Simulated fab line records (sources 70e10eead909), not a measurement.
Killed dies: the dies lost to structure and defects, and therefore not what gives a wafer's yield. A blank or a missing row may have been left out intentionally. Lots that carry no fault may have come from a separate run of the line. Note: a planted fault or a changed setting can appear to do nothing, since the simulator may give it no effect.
A lot that was struck, set against a sound lot + flow nand_harc + 13 out of 1159 route steps
Sound: the wafers L650.1, L650.3, L650.6. Wafers L658.2, L658.4, L658.5 were the ones struck. At the end, the cause is stated.
Per side, at each step with rows, come the tool, then ch with its chambers, and then its first start. Under that, the readings that differ: sound wafers + struck wafers + difference of the means + sigmas: that difference in standard deviations of wafers without a fault.
alike: words and numbers the same on both sides, and readings whose means are apart by under 2 such deviations; not compared: readings that were withheld, readings missing a value for some wafer, numbers with overlapping values and no deviation given by the record, and bounds like >300 which may hide the same value.
The two part at a step that has a row with sigmas, a row that says differs or no value, or rows on one side only. When numbers do not overlap yet have no deviation, they are printed without sigmas and do not part them. A reading missing from all wafers of one side parts the sides only when that side holds two or more wafers.

first, 1 step without rows for these wafers: NHARC_P_M1_SRD_25.
NHARC_P_M1_INSPECT_27:
  sound on defect_inspect-02, day 6 18:46; struck on defect_inspect-02, day 8 23:41
  alike: raw_defect_count
NHARC_P_M1_PRE_CLEAN_32: time 12 s.
  sound on pecvd-03 ch 0,1,2, day 6 18:50; struck on pecvd-04 ch 0,1,2, day 8 23:44
  alike: heater_power_w
NHARC_P_M1_DEP_33: deposits SiCN, target thk 30 nm.
  sound on pecvd-03 ch 0,1,2, day 6 18:55; struck on pecvd-04 ch 0,1,2, day 8 23:49
  alike: heater_power_w
then, 7 steps without rows for these wafers: NHARC_P_M2_DEP_00 (deposits SiOC, target thk 182.5 nm); NHARC_P_M2_DEHYDRATE_01 (time 120 s); NHARC_P_M2_HMDS_02 (time 30 s); NHARC_P_M2_COAT_34 (time 65 s); NHARC_P_M2_COAT_03 (resist thk 90 nm); NHARC_P_M2_SOFTBAKE_04 (time 55 s); NHARC_P_M2_EBR_05.
NHARC_P_M2_EXPOSE_06: exposes mask P M2, target cd 170 nm.
  struck on arfi_scanner-03, day 9 00:57; sound on arfi_scanner-02 ch 0, day 6 19:55
  no value came back on the struck wafers for exposure_dose_mJ_cm2, focus_offset_nm (nm); on the sound wafers exposure_dose_mJ_cm2 reads 80.80 80.71 80.92
  alike: mask
then, 1 step without rows for these wafers: NHARC_P_M2_PEB_07 (peb time 65 s).

## WHERE THEY PART
Only at NHARC_P_M2_EXPOSE_06, within this record.

WHY: whatever the simulator had introduced
Beginning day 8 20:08, the whole step at NHARC_P_M2_EXPOSE_06 was skipped on arfi_scanner-03. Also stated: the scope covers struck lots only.
